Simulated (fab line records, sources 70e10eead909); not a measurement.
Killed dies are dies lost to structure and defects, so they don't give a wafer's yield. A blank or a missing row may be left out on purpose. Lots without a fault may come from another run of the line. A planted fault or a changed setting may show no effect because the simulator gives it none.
Chamber matching | flow nand_harc | NHARC_A_STAIRCASE_CMP_472 on cmp-02: 4 sister chambers
The step polishes SiO2. 8 wafers are shown with their chamber, then 10 later ones without.

WAFERS WITH THEIR CHAMBER
wafer  | chamber | motor_current_A (A) | retaining_ring_pressure_frac
L080.1 | 2       | 10.4                | 0.989
L083.4 | 0       | 13.1                | 1.000
L083.5 | 1       | 11.3                | 1.001
L085.2 | 2       | 10.5                | 1.001
L085.3 | 1       | 11.8                | 0.995
L085.4 | 3       | 10.1                | 1.002
L089.1 | 3       | 10.6                | 1.000
L089.2 | 0       | 13.9                | 1.001

WAFERS WITHOUT THEIR CHAMBER
wafer  | motor_current_A (A) | retaining_ring_pressure_frac
L089.5 | 13.2                | 1.000
L088.1 | 13.0                | 1.003
L088.2 | 11.8                | 1.017
L088.3 | 11.2                | 0.999
L091.1 | 11.3                | 0.994
L091.3 | 14.1                | 1.010
L091.5 | 14.2                | 1.001
L094.3 | 10.2                | 0.994
L094.4 | 11.5                | 1.001
L094.6 | 10.0                | 1.001

WHICH CHAMBER EACH WENT THROUGH
wafer  | from the rows above               | in truth
L089.5 | 0                                 | 0
L088.1 | 0                                 | 0
L088.2 | can't be placed: 1 or 3 or 0 or 2 | 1
L088.3 | can't be placed: 1 or 2 or 3      | 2
L091.1 | can't be placed: 1 or 2 or 3      | 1
L091.3 | 0                                 | 0
L091.5 | 0                                 | 0
L094.3 | can't be placed: 2 or 3           | 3
L094.4 | 1                                 | 1
L094.6 | can't be placed: 3 or 2           | 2
Placed correctly: 5 of 10. Can't be placed from these rows: 5 (the true chamber is among the candidates in 5). Placed wrongly: 0.
How it was worked out, from the rows above alone: a wafer's distance from a chamber is the root of the sum, over the readings, of the square of ((its reading less the chamber's mean) divided by the reading's scatter). The wafer belongs to the nearest chamber; if the next one is less than 2 further off, it can't be placed. A chamber's mean is the mean of its shown wafers. The scatter: the root of (the sum of the squares of (reading less its chamber's mean) over the shown wafers, divided by (wafers less chambers)).
